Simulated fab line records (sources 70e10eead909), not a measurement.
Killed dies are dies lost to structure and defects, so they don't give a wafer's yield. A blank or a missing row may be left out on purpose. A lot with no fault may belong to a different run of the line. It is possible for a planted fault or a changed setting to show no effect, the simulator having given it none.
Matching of chambers | flow nandHarc | 4 sister chambers for NHARC_P_GATE_DESCUM_61 on rieDiel-12
The step chemistry O2, time 3 s. 8 wafers are shown with their chamber, then 7 later ones without.

WAFERS PAIRED WITH THEIR CHAMBERS
wafer  | chamber | showerheadPlenumPTorr (Torr) | drypumpMotorCurrentA (A)
L931.2 | 1       | 1.82                         | 5.80
L933.2 | 0       | 1.94                         | 6.12
L933.6 | 1       | 1.81                         | 5.79
L935.1 | 2       | 1.91                         | 5.55
L935.4 | 3       | 2.02                         | 6.23
L935.5 | 3       | 2.02                         | 6.22
L936.1 | 0       | 1.93                         | 6.08
L936.5 | 2       | 1.91                         | 5.58

WAFERS MISSING THEIR CHAMBER
wafer  | showerheadPlenumPTorr (Torr) | drypumpMotorCurrentA (A)
L936.6 | 2.02                         | 6.19
L947.1 | 2.01                         | 6.18
L947.2 | 1.90                         | 5.59
L947.3 | 1.93                         | 6.12
L950.2 | 1.90                         | 5.56
L950.3 | 1.93                         | 6.12
L950.6 | 1.93                         | 6.10

THE CHAMBER EACH PASSED THROUGH
wafer  | from the rows above | in truth
L936.6 | 3                   | 3
L947.1 | 3                   | 3
L947.2 | 2                   | 2
L947.3 | 0                   | 0
L950.2 | 2                   | 2
L950.3 | 0                   | 0
L950.6 | 0                   | 0
Correctly placed: 7 of 7. Not placeable from these rows: 0. 0 placed wrongly.
How it was worked out, from the rows above alone: a wafer's distance from a chamber is the root of the sum, over the readings, of the square of ((its reading less the chamber's mean) divided by the reading's scatter). The wafer belongs to the nearest chamber; if the next one is less than 2 further off, it can't be placed. A chamber's mean is the mean of its shown wafers. The scatter is the square root of a quotient: the sum, over the shown wafers, of each reading's squared deviation from its chamber's mean, divided by wafers minus chambers.
